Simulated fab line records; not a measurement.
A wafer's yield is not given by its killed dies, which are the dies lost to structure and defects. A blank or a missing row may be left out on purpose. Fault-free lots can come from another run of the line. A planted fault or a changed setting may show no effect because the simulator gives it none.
Which of the tools did it?	flow n5 finfet	8 lots with 24 wafers sampled at 6 steps, on a route of 1938 steps

== WHAT THE GAUGES SHOWED, per wafer ==
N5_BEOL_M4_RC_MEAS_101.
lot	measured	on	DIBL_N (mV/V)	DIBL_P (mV/V)	IOFF_N (nA/um)	IOFF_P (nA/um)	ION_N (uA/um)	ION_P (uA/um)	SS_N (mV/dec)	SS_P (mV/dec)	VT_N (mV)	VT_P (mV)
L582	day 8 14:56	prober-02	35.3 35.4 36.0	34.0 34.6 36.0	0.146 0.144 0.163	0.207 0.206 0.232	672 670 688	469 462 475	71.8 71.1 72.0	72.6 73.0 73.2	252.7 250.4 248.6	-248.6 -247.5 -247.8
L587	day 10 00:45	prober-02	33.8 35.1 34.4	33.6 34.5 34.1	0.126 0.141 0.131	0.147 0.155 0.148	669 669 665	453 443 448	70.9 71.8 70.8	72.7 72.7 72.1	251.1 251.5 252.5	-256.9 -256.8 -256.1
L589	day 10 18:28	prober-02	33.1 35.3 33.2	31.8 34.6 32.0	0.114 0.157 0.117	0.162 0.205 0.164	657 674 674	454 459 458	71.0 71.5 69.9	72.5 73.1 71.5	251.4 247.7 253.3	-253.1 -252.2 -252.7
L592	day 11 05:29	prober-02	36.2 35.2 37.1	34.6 33.5 35.2	0.138 0.123 0.146	0.180 0.166 0.188	671 666 672	461 453 462	70.9 70.5 71.4	72.2 72.1 72.7	249.2 253.1 251.4	-253.5 -256.0 -252.9
L595	day 12 10:29	prober-02	35.5 36.6 37.5	36.6 37.4 38.9	0.145 0.164 0.188	0.221 0.237 0.267	674 683 684	471 474 476	71.6 72.0 71.8	73.2 73.5 73.9	250.0 247.9 245.9	-247.2 -245.8 -244.8
L599	day 12 22:56	prober-01	36.6 36.3 35.4	37.5 37.9 36.6	0.168 0.170 0.149	0.213 0.217 0.199	682 676 668	461 460 461	72.3 72.0 72.8	73.8 74.1 73.7	248.7 248.1 250.8	-250.7 -251.7 -250.6
L600	day 12 22:28	prober-02	39.1 38.5 37.6	39.8 39.4 38.0	0.211 0.195 0.187	0.260 0.250 0.231	682 685 686	462 464 469	72.3 72.4 71.8	74.4 73.7 73.0	243.3 248.6 243.6	-250.6 -249.5 -249.3
L602	day 13 18:04	prober-01	35.9 37.2 34.9	35.7 35.9 34.2	0.155 0.157 0.132	0.183 0.196 0.171	679 670 666	461 454 451	71.4 71.7 70.5	72.8 73.5 73.4	248.4 250.7 252.3	-253.1 -252.3 -254.2

== WHICH TOOL RAN EACH LOT (tool, then ch and the chambers of the sampled wafers, then the start) ==
lot	N5_SD_EPI_N_ETCH_16	N5_SD_EPI_P_COAT_35	N5_SD_EPI_P_ETCH_36	N5_SD_EPI_P_ETCHBACK_46	N5_SD_EPI_P_ETCH_16
L582	rie diel-06 ch 0,2, day 3 14:47	litho track-03 ch 0, day 3 18:10	rie diel-03 ch 0,1,2, day 3 18:40	rie diel-03 ch 0,1,2, day 3 19:02	rie diel-03 ch 0,1,2, day 3 19:14
L587	rie diel-02 ch 0,1,3, day 4 22:07	litho track-03 ch 0, day 5 02:17	rie diel-01 ch 1,2,3, day 5 02:38	rie diel-01 ch 1,2,3, day 5 03:01	rie diel-01 ch 1,2,3, day 5 03:13
L589	rie diel-05 ch 1,2,3, day 5 10:49	litho track-03 ch 0, day 5 14:54	rie diel-03 ch 0,3, day 5 15:16	rie diel-03 ch 0,3, day 5 15:38	rie diel-03 ch 0,3, day 5 15:50
L592	rie diel-05 ch 0,1,3, day 6 05:40	litho track-03 ch 0, day 6 09:02	rie diel-04 ch 0,1,3, day 6 09:37	rie diel-04 ch 0,1,3, day 6 10:01	rie diel-04 ch 0,1,3, day 6 10:13
L595	rie diel-06 ch 0,1,3, day 6 19:35	litho track-01 ch 0, day 6 23:29	rie diel-04 ch 0,1, day 7 00:32	rie diel-04 ch 0,1, day 7 00:55	rie diel-04 ch 0,1, day 7 01:07
L599	rie diel-06 ch 1,2,3, day 8 00:35	litho track-04 ch 0, day 8 03:58	rie diel-03 ch 1,2,3, day 8 04:28	rie diel-03 ch 1,2,3, day 8 04:51	rie diel-03 ch 1,2,3, day 8 05:03
L600	rie diel-02 ch 0,1,2, day 8 01:34	litho track-01 ch 0, day 8 04:57	rie diel-01 ch 0,1,3, day 8 05:26	rie diel-01 ch 0,1,3, day 8 05:49	rie diel-01 ch 0,1,3, day 8 06:01
L602	rie diel-02 ch 0,1, day 8 13:31	litho track-04 ch 0, day 8 16:55	rie diel-04 ch 0,2, day 8 17:36	rie diel-04 ch 0,2, day 8 17:59	rie diel-04 ch 0,2, day 8 18:11
- N5_SD_EPI_N_ETCH_16: etches SiO2 in CHF3/O2, target depth 5 nm.
- N5_SD_EPI_P_COAT_35: time 60 s, resist thk 35 nm.
- N5_SD_EPI_P_ETCH_36: etches SiARC in CF4, target depth 45.5 nm, time 75.8 s.
- N5_SD_EPI_P_ETCHBACK_46: etches SiNx in CH3F/O2, stops on SiO2, target depth 17.5 nm.
- N5_SD_EPI_P_ETCH_16: etches SiO2 in CHF3/O2, target depth 5 nm.

== WHAT THE TOOLS THEMSELVES READ (means of the sampled wafers that have a number; where no wafer has one, the mark that the record gives instead) ==
N5_SD_EPI_N_ETCH_16.
lot	tool	CHF3_flow_sccm (sccm)	drypump motor current A (A)	oes product au (a.u.)	rf vpp V (V)	showerhead plenum p Torr (Torr)	throttle valve pct (%)
L582	rie diel-06	50.00	5.6	0.72	519	2.36	19.17
L587	rie diel-02	49.93	6.2	0.77	528	2.44	18.69
L589	rie diel-05	49.93	5.2	0.75	529	2.41	19.03
L592	rie diel-05	50.06	5.3	0.85	529	2.43	18.80
L595	rie diel-06	49.96	5.9	0.76	524	2.41	19.13
L599	rie diel-06	49.94	5.6	0.76	527	2.38	19.13
L600	rie diel-02	50.11	6.3	0.77	531	2.47	18.68
L602	rie diel-02	49.88	6.5	0.79	527	2.48	18.60

N5_SD_EPI_P_COAT_35.
lot	tool	spin speed rpm (rpm)
L582	litho track-03	1499.7
L587	litho track-03	1499.7
L589	litho track-03	1124.9
L592	litho track-03	1126.2
L595	litho track-01	1500.4
L599	litho track-04	1499.3
L600	litho track-01	1499.5
L602	litho track-04	1500.4

N5_SD_EPI_P_ETCH_36.
lot	tool	drypump motor current A (A)	etch rf on time s (s)	oes product au (a.u.)	rf vpp V (V)	showerhead plenum p Torr (Torr)	throttle valve pct (%)
L582	rie diel-03	5.6	76.3	0.64	184.7	2.15	15.61
L587	rie diel-01	5.8	75.4	0.63	184.1	2.13	15.73
L589	rie diel-03	6.0	88.0	0.61	183.2	2.04	15.64
L592	rie diel-04	5.9	88.2	0.62	183.9	2.16	15.71
L595	rie diel-04	5.4	75.8	0.64	184.9	2.22	15.81
L599	rie diel-03	6.0	75.5	0.69	184.4	2.21	15.56
L600	rie diel-01	5.6	73.7	0.78	184.4	2.18	15.40
L602	rie diel-04	5.6	75.7	0.64	185.3	2.19	15.78

N5_SD_EPI_P_ETCHBACK_46.
lot	tool	CH3F_flow_sccm (sccm)	drypump motor current A (A)	oes product au (a.u.)	rf vpp V (V)	showerhead plenum p Torr (Torr)	throttle valve pct (%)
L582	rie diel-03	29.99	5.6	0.64	298	2.00	16.32
L587	rie diel-01	29.99	5.8	0.63	299	1.99	16.49
L589	rie diel-03	30.02	6.0	0.61	297	1.90	16.35
L592	rie diel-04	30.04	5.9	0.62	295	2.02	16.45
L595	rie diel-04	29.95	5.4	0.64	295	2.08	16.56
L599	rie diel-03	29.96	6.0	0.68	301	2.07	16.29
L600	rie diel-01	30.01	5.6	0.76	297	2.03	16.14
L602	rie diel-04	29.93	5.6	0.64	296	2.05	16.52

N5_SD_EPI_P_ETCH_16.
lot	tool	CHF3_flow_sccm (sccm)	drypump motor current A (A)	oes product au (a.u.)	rf vpp V (V)	showerhead plenum p Torr (Torr)	throttle valve pct (%)
L582	rie diel-03	50.20	5.6	0.76	524	2.42	18.87
L587	rie diel-01	50.08	5.8	0.73	528	2.40	19.05
L589	rie diel-03	50.12	6.0	0.70	521	2.29	18.89
L592	rie diel-04	50.00	5.9	0.72	522	2.43	18.99
L595	rie diel-04	49.84	5.4	0.74	521	2.50	19.11
L599	rie diel-03	50.08	6.0	0.80	529	2.49	18.85
L600	rie diel-01	49.94	5.6	0.90	525	2.45	18.72
L602	rie diel-04	50.06	5.7	0.75	520	2.47	19.07

== THE ANSWER, worked out from the rows above alone ==
Rule: what is usual is taken from the lots themselves. The widest of any qualifying gaps counts: lots, ordered by their means at a reading, are off when they make up no more than a third of the lots, leave a main group of 4 or more, and stand apart from it by 3 or more times the standard deviation of that group's means. If all means in a main group match to the digits the tables above print for the reading, that group is not used. Also off: a lot with no number at a reading for which 4 or more lots have one. The other lots that the step has rows for count as sound. Order of review: gauges by route order, followed by the tools' own readings, for which a lot's mean as printed above is used. The first step at which some lot is off is used, and at that step the reading that is off furthest; a lot without a number counts as furthest.
Off: L589, L592, at N5_SD_EPI_P_COAT_35 (spin speed rpm). Main group: mean 1499.8 rpm, sd 0.42.
A tool fits if, at that step or a process step before it, it ran every lot that is off, and no sound lot after the first of them. This does not decide it: 2 tools fit, namely rie diel-05 at N5_SD_EPI_N_ETCH_16 and litho track-03 at N5_SD_EPI_P_COAT_35.

== WHAT HAD BEEN PUT IN BY THE SIMULATOR ==
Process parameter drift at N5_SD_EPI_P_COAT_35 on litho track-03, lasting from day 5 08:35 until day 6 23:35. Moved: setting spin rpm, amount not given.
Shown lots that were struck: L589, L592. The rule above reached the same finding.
